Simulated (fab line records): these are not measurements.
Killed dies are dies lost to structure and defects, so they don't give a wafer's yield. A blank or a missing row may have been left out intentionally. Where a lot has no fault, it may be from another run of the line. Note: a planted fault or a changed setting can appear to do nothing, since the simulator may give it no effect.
Which tool is to blame?    flow n5 finfet    30 wafers from 10 lots sampled at 4 of the route's 1938 steps

WHAT THE GAUGES SHOWED, per wafer
N5_PASSIVATION_OVL_MEAS_66.
lot   measured      on          PASS_OPEN_OVL (nm)
L436  day 11 21:25  overlay-01  -6 -10 -5
L437  day 12 18:23  overlay-01  -1 3 -8
L440  day 14 00:49  overlay-01  -4 -7 3
L442  day 13 08:41  overlay-02  -7 3 1
L443  day 14 12:07  overlay-02  7 -3 4
L444  day 14 17:16  overlay-02  -3 -4 -1
L446  day 15 15:46  overlay-02  3 0 1
L448  day 16 01:40  overlay-01  -2 -9 -5
L452  day 16 06:29  overlay-02  9 -4 -6
L453  day 17 02:46  overlay-02  -4 7 -8

WHICH TOOL RAN EACH LOT (tool, then ch and the chambers of the sampled wafers, then the start)
lot   N5_PMOS_HMC_CHANNEL_EPI_STRIP_33   N5_MIM_BOT_ETCH_STRIP_01            N5_PASSIVATION_ETCH_15
L436  rie diel-03 ch 0,1,2, day 1 18:04  rie diel-02 ch 0,1, day 11 15:35    rie diel-03 ch 0,1,3, day 11 21:25 or earlier
L437  rie diel-04 ch 0,3, day 1 23:39    rie diel-02 ch 0,2,3, day 12 08:59  rie diel-04 ch 1,2,3, day 12 18:23 or earlier
L440  rie diel-04 ch 2,3, day 2 17:50    rie diel-01 ch 0,1, day 13 20:17    rie diel-03 ch 0,1, day 14 00:49 or earlier
L442  rie diel-05 ch 0,1,3, day 3 05:21  rie diel-01 ch 1,2,3, day 13 02:46  rie diel-05 ch 1,2,3, day 13 08:41 or earlier
L443  rie diel-04 ch 0,2,3, day 3 11:26  rie diel-06 ch 0,1, day 14 06:53    rie diel-04 ch 0,2, day 14 12:07 or earlier
L444  rie diel-03 ch 0,2,3, day 3 17:39  rie diel-02 ch 0,1,3, day 14 11:55  rie diel-05 ch 0,2,3, day 14 17:16 or earlier
L446  rie diel-04 ch 0,1,2, day 4 05:37  rie diel-06 ch 1,2,3, day 15 08:22  rie diel-05 ch 0,1,2, day 15 15:46 or earlier
L448  rie diel-04 ch 1,3, day 4 17:41    rie diel-01 ch 2,3, day 15 20:07    rie diel-04 ch 0,1,3, day 16 01:40 or earlier
L452  rie diel-04 ch 0,2,3, day 5 18:05  rie diel-02 ch 1,2,3, day 16 01:21  rie diel-05 ch 0,1,3, day 16 06:29 or earlier
L453  rie diel-04 ch 0,2,3, day 5 23:13  rie diel-06 ch 0,1,3, day 16 17:12  rie diel-04 ch 0,1,3, day 17 02:46 or earlier
- N5_PMOS_HMC_CHANNEL_EPI_STRIP_33: strips in N2/H2.
- N5_MIM_BOT_ETCH_STRIP_01: strips in O2.
- N5_PASSIVATION_ETCH_15: etches SiCN in CF4/N2, target depth 75 nm, time 81.2 s.

WHAT THE TOOLS THEMSELVES READ (means of the sampled wafers that have a number; where no wafer has one, the mark that the record gives instead)
N5_PMOS_HMC_CHANNEL_EPI_STRIP_33.
lot   tool         drypump motor current A (A)  oes product au (a.u.)  rf vpp V (V)  showerhead plenum p Torr (Torr)  throttle valve pct (%)
L436  rie diel-03  5.9                          0.74                   54.1          3.34                             19.05
L437  rie diel-04  5.7                          0.87                   56.2          3.51                             18.71
L440  rie diel-04  6.5                          0.76                   53.8          3.36                             19.03
L442  rie diel-05  5.6                          0.85                   54.8          3.50                             19.09
L443  rie diel-04  6.2                          0.79                   54.7          3.43                             18.89
L444  rie diel-03  5.8                          0.75                   55.1          3.35                             18.83
L446  rie diel-04  6.1                          0.81                   56.3          3.44                             18.97
L448  rie diel-04  6.4                          0.75                   54.6          3.37                             19.01
L452  rie diel-04  6.1                          0.78                   55.3          3.42                             18.92
L453  rie diel-04  6.1                          0.78                   54.9          3.42                             18.91

N5_MIM_BOT_ETCH_STRIP_01.
lot   tool         drypump motor current A (A)  oes product au (a.u.)  rf vpp V (V)  showerhead plenum p Torr (Torr)  throttle valve pct (%)
L436  rie diel-02  5.9                          0.76                   4.1           2.14                             16.50
L437  rie diel-02  5.6                          0.74                   3.7           2.12                             16.53
L440  rie diel-01  5.4                          0.90                   3.6           2.06                             16.71
L442  rie diel-01  5.9                          0.88                   2.5           2.05                             16.54
L443  rie diel-06  5.5                          0.72                   2.9           2.12                             16.66
L444  rie diel-02  5.7                          0.73                   3.5           2.12                             16.59
L446  rie diel-06  5.8                          0.81                   5.2           2.11                             16.52
L448  rie diel-01  6.2                          0.83                   3.7           2.04                             16.46
L452  rie diel-02  5.6                          0.76                   3.7           2.07                             16.56
L453  rie diel-06  5.7                          0.77                   3.8           2.16                             16.61

N5_PASSIVATION_ETCH_15.
lot   tool         drypump motor current A (A)  oes product au (a.u.)  rf vpp V (V)  showerhead plenum p Torr (Torr)  throttle valve pct (%)
L436  rie diel-03  6.0                          0.76                   381.4         2.17                             15.49
L437  rie diel-04  6.4                          0.71                   381.4         2.19                             15.53
L440  rie diel-03  6.3                          0.75                   381.3         2.16                             15.48
L442  rie diel-05  5.7                          0.74                   384.6         2.29                             15.60
L443  rie diel-04  6.1                          0.73                   382.9         2.22                             15.43
L444  rie diel-05  5.5                          0.75                   383.9         2.26                             15.65
L446  rie diel-05  5.6                          0.71                   382.9         2.25                             15.70
L448  rie diel-04  6.0                          0.72                   382.9         2.23                             15.52
L452  rie diel-05  5.6                          0.74                   383.2         2.26                             15.62
L453  rie diel-04  6.0                          0.71                   382.4         2.22                             15.54

THE ANSWER, worked out from the rows above alone
Rule: the lots themselves supply what counts as usual. The widest of any qualifying gaps counts: lots, ordered by their means at a reading, are off when they make up no more than a third of the lots, leave a main group of 4 or more, and stand apart from it by 3 or more times the standard deviation of that group's means. A main group whose means are all the same, to the digits that the tables above print for the reading, isn't used. A lot without any number at a reading at which 4 lots or more have one is off too. Where the step has rows for the other lots, those lots are counted as sound. The gauges are gone through in route order, then the tools' own readings, and for those a lot's mean is taken as printed above. The first step at which some lot is off is used, and at that step the reading that is off furthest; a lot without a number counts as furthest.
Nothing can be told from this: no lot is off at any reading shown.

WHAT THE SIMULATOR HAD PUT IN
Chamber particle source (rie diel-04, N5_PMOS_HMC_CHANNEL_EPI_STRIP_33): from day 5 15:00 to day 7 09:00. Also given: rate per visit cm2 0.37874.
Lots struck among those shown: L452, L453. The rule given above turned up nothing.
